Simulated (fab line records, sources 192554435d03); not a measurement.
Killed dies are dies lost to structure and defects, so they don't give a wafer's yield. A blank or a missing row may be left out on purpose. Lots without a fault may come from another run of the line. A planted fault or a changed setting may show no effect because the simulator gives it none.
fab line records | flow n5_finfet | part 1 of 2: steps 1 to 4 of 6
record lots=21 wafers=63 last_day=18
route steps=1938 shown BEOL_M12@1643 BEOL_M13@1693 BEOL_M14@1764 BEOL_M15@1786
lots that met no fault: from a run of the same line without faults
start_h: hours from the record's first day to the start of the lot's first wafer shown | wait_h: hours since the lot's step before | " the same as in the row above | L1.1+2: a row that stands for several wafers | - no value, or no start given | * or withheld: withheld | < > ~ a bound
route shown NAME@n: a module of which the file shows steps, and the number in the route of the first | usual: mean/standard deviation of fault-free wafers | same: alike in all rows | chamber/n: place in a boat | sites: the reading at each site | _std_site: their standard deviation | _edge_site: outer sites' mean less inner sites' | radius_mm: how far each site lies from the wafer's centre | mask NAME#n: copy n | behind: the tool/chamber that last shaped the wafer | hold: why the lot was held/for how many hours/how that ended | device: the transistor (n, p or np) that didn't switch | end of line: the same wafers' tests at the end of the route | a step without rows: its recipe alone | killed: dies lost to structure and defects at the first sort, not the wafer's yield | map: a wafer's dies, x killed, . not, _ none there
set.NAME: the setting as run; set.NAME@STEP: as run at that earlier step | model.NAME: the simulator's own value behind a step, which no gauge read
steps of the route over a sample of lots; a table a step, a row a wafer
services: from which hour (start_h, from the record's first day; less than 0 if before it) a tool's chamber was out of use, for how many hours, and why
## steps
# step N5_BEOL_M12_ETCH_38
# recipe chemistry=CF4/N2 target=SiCN target_depth_a=687 taper_deg=2 time_s=73.4 ion_energy_ev=150 mask_material=SiO2 pressure_mtorr=40 source_w=430 bias_w=70 Ar_flow_sccm=100 cf4_flow_sccm=60 n2_flow_sccm=60
# usual chamber_pressure_mTorr=40.00/0.033 drypump_motor_current_A=5.7/0.44 oes_product_au=0.82/0.076 rf_vpp_V=382.3/1.8 showerhead_plenum_p_Torr=2.21/0.072 throttle_valve_pct=15.33/0.17
# columns lot.wafer tool chamber start_h wait_h chamber_pressure_mTorr drypump_motor_current_A oes_product_au rf_hours_counter_h rf_vpp_V showerhead_plenum_p_Torr throttle_valve_pct
L076.2 rie_diel-04 2 242.86 - 40.01 5.8 1.03 3 381.3 2.17 15.19
L076.5 " 1 " " 39.97 5.4 0.85 - 384.0 2.23 15.24
L076.6 " 0 " " 40.05 5.2 0.90 - 380.3 2.17 14.90
L074.2 rie_diel-05 2 243.24 - 39.98 6.5 0.97 5 383.0 2.27 15.42
L074.3 " 1 " " 39.97 5.6 0.84 69 381.0 2.14 15.42
L074.6 " 2 " " 40.02 6.5 0.97 - 383.3 2.27 15.40
L078.2 rie_diel-02 3 260.31 - 40.02 5.7 0.85 44 382.7 2.24 15.07
L078.3 " 1 " " 40.00 5.2 0.82 83 383.2 2.23 15.35
L078.6 " 1 " " 39.98 5.2 0.83 - 381.9 2.23 15.35
L079.1 rie_diel-04 2 267.89 - 40.00 5.8 0.99 12 380.4 2.16 15.20
L079.2 " 0 " " 40.00 5.2 0.88 27 380.8 2.16 14.93
L079.5 " 1 " " 40.05 5.4 0.85 - 383.2 2.23 15.26
L082.1 rie_diel-05 0 297.93 - 39.97 5.7 0.84 68 380.9 2.14 15.27
L082.2 " 1 " " 39.94 5.6 0.81 86 380.8 2.14 15.46
L082.4 " 3 " " 40.04 5.2 0.83 74 385.5 2.34 15.42
L081.3 rie_diel-05 0 298.04 - 39.96 5.8 0.83 69 379.9 2.14 15.29
L081.4 " 1 " " 39.96 5.6 0.81 87 381.1 2.14 15.47
L081.6 " 0 " " 39.99 5.7 0.84 - 381.2 2.14 15.26
L085.3 rie_diel-04 3 299.28 - 39.92 6.5 0.69 244 383.6 2.25 15.56
L085.5 " 2 " " 40.04 5.8 0.96 - 381.3 2.16 15.22
L085.6 " 1 " " 40.04 5.3 0.83 - 382.8 2.23 15.27
L083.1 rie_diel-02 3 300.16 - 39.97 5.6 0.83 55 383.6 2.24 15.09
L083.3 " 1 " " 39.98 5.2 0.81 93 384.1 2.22 15.38
L083.5 " 0 " " 39.97 5.8 0.70 - 379.6 2.09 15.49
L084.3 rie_diel-02 2 301.47 - 40.00 6.2 0.79 117 384.4 2.29 15.23
L084.4 " 0 " " 40.02 5.8 0.70 231 379.9 2.09 15.49
L084.6 " 0 " " 39.95 5.8 0.70 - 379.9 2.09 15.50
L087.3 rie_diel-04 1 319.86 - 39.99 5.3 0.81 92 384.2 2.22 15.30
L087.4 " 3 " " 40.05 6.5 0.68 247 382.3 2.25 15.57
L087.5 " 3 " " 40.04 6.5 0.68 - 383.7 2.25 15.57
L088.1 rie_diel-04 0 325.71 - 40.04 5.2 0.84 50 380.6 2.16 14.97
L088.3 " 1 " " 40.01 5.4 0.82 94 383.2 2.22 15.31
L088.4 " 3 " " 39.99 6.5 0.68 249 383.4 2.25 15.58
L086.1 rie_diel-04 3 325.82 - 39.90 6.5 0.69 249 382.6 2.25 15.58
L086.3 " 0 " " 40.00 5.2 0.84 50 380.9 2.16 14.98
L086.4 " 1 " " 40.03 5.4 0.81 94 381.5 2.22 15.32
L089.2 rie_diel-02 2 345.26 - 40.07 6.2 0.77 133 384.0 2.29 15.28
L089.4 " 0 " " 39.97 5.8 0.70 246 379.5 2.08 15.52
L089.5 " 3 " " 40.02 5.6 0.82 - 383.6 2.23 15.10
L093.2 rie_diel-05 0 346.26 - 40.03 5.7 0.81 84 380.4 2.13 15.31
L093.4 " 2 " " 40.02 6.5 0.89 37 382.0 2.26 15.48
L093.6 " 1 " " 39.99 5.6 0.79 - 381.2 2.13 15.50
L091.3 rie_diel-02 0 348.88 - 39.94 5.8 0.68 248 379.3 2.08 15.54
L091.5 " 0 " " 40.01 5.8 0.68 - 378.6 2.08 15.54
L091.6 " 3 " " 40.00 5.6 0.81 - 382.4 2.23 15.12
L090.1 rie_diel-05 0 349.21 - 39.94 5.8 0.82 85 379.3 2.13 15.33
L090.3 " 2 " " 39.97 6.5 0.89 38 383.7 2.26 15.47
L090.5 " 2 " " 40.00 6.6 0.89 - 382.7 2.26 15.47
L092.1 rie_diel-02 3 352.22 - 40.01 5.7 0.81 75 382.3 2.23 15.13
L092.2 " 0 " " 40.00 5.8 0.68 249 378.6 2.08 15.53
L092.3 " 1 " " 40.04 5.2 0.80 111 382.1 2.22 15.40
L095.1 rie_diel-04 1 377.16 - 40.00 5.4 0.79 111 383.8 2.22 15.33
L095.3 " 2 " " 40.02 5.7 0.91 54 380.2 2.15 15.29
L095.6 " 1 " " 40.02 5.4 0.80 - 382.0 2.22 15.35
L094.3 rie_diel-05 0 385.56 - 40.08 5.8 0.81 98 380.8 2.13 15.34
L094.5 " 3 " " 40.03 5.2 0.80 - 383.2 2.33 15.47
L094.6 " 2 " " 39.97 6.5 0.88 - 383.3 2.26 15.50
L097.1 rie_diel-02 3 386.14 - 40.05 5.7 0.80 87 381.3 2.23 15.15
L097.3 " 2 " " 40.01 6.2 0.75 147 384.4 2.28 15.30
L097.6 " 3 " " 40.01 5.7 0.81 - 384.0 2.23 15.16
L096.1 rie_diel-05 2 397.19 - 40.03 6.5 0.88 54 383.4 2.25 15.50
L096.4 " 1 " " 40.01 5.6 0.77 120 379.8 2.13 15.54
L096.5 " 2 " " 39.98 6.5 0.87 - 383.6 2.25 15.49
# step N5_BEOL_M12_SPUTTER_45
# recipe material=Cu target_thk_a=800 temp_c=-20 bias_v=60 power_w=26000 chamber_pressure_pa=0.13 time_s=13.33
# usual throttle_valve_pct=30.2/0.67
# columns lot.wafer tool chamber start_h wait_h throttle_valve_pct
L076.2 pvd_sputter-02 - 243.36 0.0 30.0
L076.5 " - " " 30.0
L076.6 " - " " 29.9
L074.2 pvd_sputter-02 - 243.76 0.0 30.6
L074.3 " - " " 29.9
L074.6 " - " " 30.6
L078.2 pvd_sputter-02 - 260.86 0.0 30.6
L078.3 " - " " 29.5
L078.6 " - " " 30.6
L079.1 pvd_sputter-02 - 268.61 0.0 30.0
L079.2 " - " " 31.0
L079.5 " - " " 29.6
L082.1 pvd_sputter-02 - 298.42 0.0 29.8
L082.2 " - " " 30.8
L082.4 " - " " 29.5
L081.3 pvd_sputter-01 - 298.48 0.0 31.0
L081.4 " - " " 29.4
L081.6 " - " " 30.7
L085.3 pvd_sputter-01 - 300.18 0.0 31.0
L085.5 " - " " 29.2
L085.6 " - " " 31.0
L083.1 pvd_sputter-01 - 301.26 0.0 31.0
L083.3 " - " " 30.6
L083.5 " - " " 30.6
L084.3 pvd_sputter-01 - 302.56 0.0 30.9
L084.4 " - " " 31.0
L084.6 " - " " 30.6
L087.3 pvd_sputter-02 - 320.49 0.0 30.4
L087.4 " - " " 30.5
L087.5 " - " " 29.7
L088.1 pvd_sputter-02 - 326.34 0.0 30.9
L088.3 " - " " 29.8
L088.4 " - " " 30.6
L086.1 pvd_sputter-03 - 326.42 0.0 30.9
L086.3 " - " " 29.4
L086.4 " - " " 29.3
L089.2 pvd_sputter-02 - 345.76 0.0 29.7
L089.4 " - " " 29.9
L089.5 " - " " 29.6
L093.2 pvd_sputter-03 - 346.91 0.0 30.0
L093.4 " - " " 29.7
L093.6 " - " " 28.7
L091.3 pvd_sputter-02 - 349.68 0.0 30.6
L091.5 " - " " 29.8
L091.6 " - " " 30.8
L090.1 pvd_sputter-02 - 350.00 0.0 30.7
L090.3 " - " " 30.7
L090.5 " - " " 30.6
L092.1 pvd_sputter-03 - 352.86 0.0 30.9
L092.2 " - " " 28.7
L092.3 " - " " 30.0
L095.1 pvd_sputter-02 - 378.78 0.0 30.7
L095.3 " - " " 29.9
L095.6 " - " " 30.8
L094.3 pvd_sputter-02 - 386.24 0.0 30.5
L094.5 " - " " 30.7
L094.6 " - " " 29.8
L097.1 pvd_sputter-02 - 386.90 0.0 29.7
L097.3 " - " " 30.2
L097.6 " - " " 30.4
L096.1 pvd_sputter-03 - 397.95 0.0 30.7
L096.4 " - " " 29.2
L096.5 " - " " 29.9
# step N5_BEOL_M12_CMP_49
# recipe stop_on=SiOC t_overpolish_s=20.6 down_force_psi=1 platen_rpm=50 clearing_platen_down_force_psi=1.5 clearing_platen_rpm=50 post_cmp_clean=cu_alkaline target_thk_nm=320 clearing_platen_pad_velocity_m_s=0.99484 pad_velocity_m_s=0.99484
# usual barrier_field_endpoint_s=29.9/0.77 clearing_platen_down_force_psi=1.4998/0.0028 motor_current_A=6.0/0.56 overpolish_run_s=20.600/0.0096 pad_life_wafers=921/400
# columns lot.wafer tool chamber start_h wait_h barrier_field_endpoint_s clearing_platen_down_force_psi motor_current_A overpolish_run_s pad_life_wafers
L076.2 cmp-03 2 244.79 0.2 28.3 1.4988 7.2 20.597 96
L076.6 " 2 " " 29.6 1.5016 7.0 20.612 -
L076.5 " 3 " " 29.2 1.5010 6.3 20.601 -
L074.2 cmp-02 2 245.06 0.2 29.6 1.5024 5.7 20.604 606
L074.3 " 0 " " 30.0 1.5011 5.9 20.602 608
L074.6 " 2 " " 30.3 1.5003 5.9 20.616 -
L078.2 cmp-01 2 262.26 0.3 27.8 1.4938 6.4 20.583 440
L078.3 " 3 " " 28.6 1.5022 6.5 20.595 441
L078.6 " 0 " " 27.7 1.4975 6.5 20.588 -
L079.1 cmp-01 0 269.20 0.3 29.3 1.4962 6.5 20.596 505
L079.2 " 2 " " 29.7 1.4978 6.0 20.592 507
L079.5 " 0 " " 30.4 1.4997 6.8 20.607 -
L082.2 cmp-03 0 299.01 0.2 30.7 1.4963 6.1 20.621 523
L082.4 " 1 " " 30.3 1.5005 5.2 20.580 524
L082.1 " 2 " " 30.1 1.5001 7.6 20.597 525
L081.3 cmp-01 3 299.07 0.2 29.2 1.5037 6.6 20.589 727
L081.4 " 1 " " 29.5 1.4981 5.2 20.582 729
L081.6 " 3 " " 28.7 1.4998 6.8 20.615 -
L085.3 cmp-02 1 300.87 0.3 30.9 1.5001 5.2 20.603 993
L085.6 " 2 " " 30.8 1.5037 5.6 20.596 -
L085.5 " 3 " " 31.1 1.4999 6.2 20.598 -
L083.1 cmp-01 2 301.81 0.3 29.9 1.5031 6.0 20.601 750
L083.3 " 1 " " 30.4 1.5006 5.4 20.603 753
L083.5 " 3 " " 30.1 1.5053 6.6 20.603 -
L084.3 cmp-02 3 303.11 0.2 30.8 1.5025 5.8 20.595 1008
L084.4 " 1 " " 29.8 1.5032 5.2 20.590 1010
L084.6 " 0 " " 29.8 1.5052 5.7 20.598 -
L087.4 cmp-02 0 321.26 0.1 29.7 1.5012 5.8 20.616 1140
L087.3 " 3 " " 29.4 1.4997 5.8 20.580 1143
L087.5 " 0 " " 29.7 1.4996 5.9 20.611 -
L088.1 cmp-03 3 327.18 0.3 29.1 1.5010 6.6 20.604 744
L088.3 " 0 " " 30.3 1.4982 6.6 20.607 745
L088.4 " 2 " " 30.3 1.4991 7.0 20.611 747
L086.1 cmp-01 0 327.49 0.3 29.5 1.4958 6.5 20.612 961
L086.3 " 1 " " 30.5 1.5062 5.6 20.612 962
L086.4 " 2 " " 29.0 1.4995 6.3 20.602 963
L089.4 cmp-03 2 346.40 0.1 30.1 1.5001 7.1 20.593 864
L089.2 " 0 " " 31.7 1.5023 6.3 20.617 866
L089.5 " 2 " " 30.1 1.4999 7.3 20.601 -
L093.2 cmp-01 2 347.55 0.3 29.5 1.4988 6.5 20.607 1112
L093.4 " 3 " " 30.2 1.5011 6.2 20.596 1113
L093.6 " 1 " " 30.6 1.4991 5.2 20.597 -
L091.3 cmp-01 2 350.31 0.2 29.7 1.5031 6.4 20.606 1142
L091.6 " 0 " " 29.3 1.4974 6.8 20.601 -
L091.5 " 1 " " 30.2 1.4972 5.5 20.607 -
L090.3 cmp-02 1 350.60 0.2 29.2 1.5023 5.1 20.592 1351
L090.1 " 3 " " 29.1 1.4971 6.3 20.593 1353
L090.5 " 1 " " 29.7 1.5006 5.2 20.599 -
L092.3 cmp-01 1 353.42 0.2 30.9 1.5021 5.2 20.611 1164
L092.1 " 2 " " 30.0 1.5045 6.3 20.598 1165
L092.2 " 0 " " 30.8 1.4987 6.9 20.595 1167
L095.1 cmp-02 0 379.34 0.3 30.0 1.4989 5.8 20.584 1566
L095.3 " 1 " " 30.4 1.5031 5.4 20.592 1567
L095.6 " 1 " " 30.8 1.5065 5.3 20.605 -
L094.3 cmp-02 3 386.81 0.2 30.6 1.4984 6.5 20.597 1632
L094.6 " 3 " " 31.3 1.4989 6.0 20.607 -
L094.5 " 0 " " 30.3 1.4969 5.8 20.595 -
L097.1 cmp-01 3 387.46 0.3 29.8 1.5023 6.8 20.598 1428
L097.3 " 2 " " 29.8 1.4977 6.4 20.593 1431
L097.6 " 3 " " 29.8 1.5018 6.2 20.610 -
L096.1 cmp-01 2 398.55 0.3 28.9 1.5006 6.3 20.603 1537
L096.4 " 0 " " 29.6 1.4977 6.7 20.603 1539
L096.5 " 2 " " 28.9 1.5008 6.8 20.600 -
# step N5_BEOL_M13_ETCH_67
# recipe chemistry=CF4 target=SiARC target_depth_a=1430 time_s=238.3 ion_energy_ev=80 pressure_mtorr=40 source_w=545 bias_w=36 Ar_flow_sccm=100 cf4_flow_sccm=100 ends=cleared
# usual chamber_pressure_mTorr=40.01/0.034 drypump_motor_current_A=5.7/0.59 etch_rf_on_time_s=239/5.4 oes_product_au=0.69/0.074 rf_vpp_V=184.2/1.2 showerhead_plenum_p_Torr=2.14/0.058 throttle_valve_pct=15.51/0.26
# columns lot.wafer tool chamber start_h wait_h chamber_pressure_mTorr drypump_motor_current_A etch_rf_on_time_s oes_product_au rf_hours_counter_h rf_vpp_V showerhead_plenum_p_Torr throttle_valve_pct
L076.2 rie_diel-03 1 247.27 0.0 40.04 5.7 243 0.74 45 184.8 2.17 15.34
L076.5 " 3 " " 40.02 5.4 235 0.59 - 186.9 2.19 15.87
L076.6 " 2 " " 39.96 6.6 232 0.82 - 183.3 2.11 15.46
L074.2 rie_diel-06 2 247.71 0.0 39.98 5.0 238 0.73 51 183.2 2.09 15.10
L074.3 " 3 " " 40.05 5.7 241 0.66 123 186.0 2.23 15.61
L074.6 " 2 " " 40.00 5.0 239 0.73 - 183.9 2.09 15.11
L078.2 rie_diel-06 1 264.19 0.0 40.07 5.1 243 0.60 238 184.2 2.11 15.75
L078.3 " 0 " " 40.04 6.2 247 0.62 190 184.7 2.04 15.84
L078.6 " 0 " " 40.02 6.2 248 0.63 - 184.0 2.04 15.84
L079.1 rie_diel-06 3 271.34 0.0 40.02 5.7 242 0.65 129 186.5 2.23 15.61
L079.2 " 2 " " 40.03 5.0 239 0.73 59 183.0 2.08 15.12
L079.5 " 3 " " 39.96 5.8 241 0.66 - 185.3 2.23 15.60
L082.1 rie_diel-06 0 301.03 0.0 40.02 6.2 246 0.62 201 181.9 2.04 15.88
L082.2 " 1 " " 39.96 5.0 243 0.60 245 184.4 2.11 15.76
L082.4 " 2 " " 40.04 4.9 241 0.71 67 183.4 2.08 15.14
L081.3 rie_diel-03 0 301.32 0.0 40.00 6.5 237 0.78 31 184.6 2.17 15.14
L081.4 " 1 " " 39.99 5.7 243 0.72 60 183.4 2.17 15.38
L081.6 " 0 " " 40.01 6.5 236 0.77 - 186.4 2.17 15.13
L085.3 rie_diel-06 2 303.39 0.0 39.98 5.0 239 0.71 68 184.3 2.08 15.15
L085.5 " 1 " " 40.02 5.0 240 0.60 - 182.5 2.11 15.77
L085.6 " 2 " " 40.03 5.0 237 0.72 - 181.5 2.08 15.14
L083.1 rie_diel-06 0 304.42 0.0 39.97 6.2 247 0.62 203 184.0 2.04 15.86
L083.3 " 1 " " 40.06 5.1 241 0.60 247 183.7 2.11 15.76
L083.5 " 3 " " 39.98 5.7 241 0.65 - 185.4 2.23 15.61
L084.3 rie_diel-06 3 305.56 0.0 40.01 5.7 241 0.66 140 185.7 2.23 15.61
L084.4 " 0 " " 40.00 6.2 245 0.62 203 182.9 2.04 15.87
L084.6 " 1 " " 39.99 5.0 239 0.60 - 185.0 2.11 15.76
L087.3 rie_diel-03 2 323.39 0.0 40.03 6.6 229 0.77 26 182.8 2.11 15.52
L087.4 " 0 " " 40.00 6.5 234 0.77 - 184.2 2.17 15.15
L087.5 " 2 " " 40.01 6.6 232 0.76 - 182.2 2.11 15.50
L088.1 rie_diel-06 0 329.33 0.0 40.09 6.2 248 0.61 212 181.6 2.04 15.88
L088.3 " 3 " " 39.95 5.7 243 0.64 148 184.4 2.22 15.67
L088.4 " 0 " " 40.01 6.2 247 0.61 - 182.5 2.04 15.88
L086.1 rie_diel-03 0 330.01 0.0 40.05 6.5 238 0.76 42 186.0 2.17 15.15
L086.3 " 3 " " 39.98 5.4 235 0.82 3 183.8 2.19 15.44
L086.4 " 1 " " 40.03 5.7 247 0.71 68 185.1 2.16 15.39
L089.2 rie_diel-03 0 348.82 0.0 40.02 6.5 241 0.74 48 184.5 2.17 15.19
L089.4 " 1 " " 39.96 5.7 247 0.70 73 184.0 2.16 15.41
L089.5 " 1 " " 39.97 5.7 246 0.71 - 185.2 2.16 15.41
L093.2 rie_diel-03 2 349.55 0.0 40.00 6.6 232 0.75 33 182.1 2.10 15.52
L093.4 " 0 " " 40.02 6.5 240 0.74 48 183.8 2.17 15.17
L093.6 " 3 " " 39.94 5.4 234 0.80 - 184.5 2.19 15.45
L091.3 rie_diel-01 1 352.37 0.0 40.06 4.8 236 0.58 246 185.3 2.19 15.72
L091.5 " 1 " " 39.99 4.8 237 0.58 - 185.6 2.19 15.71
L091.6 " 2 " " 40.00 6.0 230 0.65 - 184.6 2.16 15.76
L090.1 rie_diel-03 3 352.70 0.0 40.01 5.5 236 0.81 9 185.0 2.19 15.45
L090.3 " 1 " " 40.01 5.7 249 0.69 75 183.7 2.16 15.40
L090.5 " 1 " " 39.96 5.7 247 0.70 - 184.6 2.16 15.40
L092.1 rie_diel-01 0 355.43 0.0 39.98 5.2 229 0.64 198 184.2 2.13 16.02
L092.2 " 3 " " 40.05 5.9 250 0.59 234 182.0 2.03 15.80
L092.3 " 1 " " 39.99 4.9 239 0.58 247 184.3 2.19 15.73
L095.1 rie_diel-03 1 381.34 0.0 39.98 5.7 245 0.71 80 185.3 2.16 15.40
L095.3 " 0 " " 40.00 6.5 239 0.73 55 184.6 2.16 15.19
L095.6 " 1 " " 39.99 5.7 245 0.70 - 185.6 2.16 15.41
L094.3 rie_diel-03 0 389.17 0.0 40.01 6.5 239 0.74 58 186.3 2.16 15.19
L094.5 " 0 " " 40.00 6.5 239 0.74 - 187.2 2.16 15.20
L094.6 " 3 " " 40.06 5.4 236 0.78 - 184.2 2.18 15.47
L097.1 rie_diel-06 1 389.89 0.0 40.00 5.0 235 0.79 15 182.6 2.10 15.31
L097.3 " 3 " " 40.04 5.7 239 0.62 168 184.7 2.22 15.68
L097.6 " 1 " " 40.00 5.0 232 0.80 - 185.4 2.10 15.30
L096.1 rie_diel-06 3 401.02 0.0 40.03 5.7 239 0.63 171 185.8 2.21 15.66
L096.4 " 1 " " 40.02 5.0 234 0.79 18 183.5 2.10 15.30
L096.5 " 0 " " 39.98 6.2 245 0.60 - 182.7 2.03 15.92
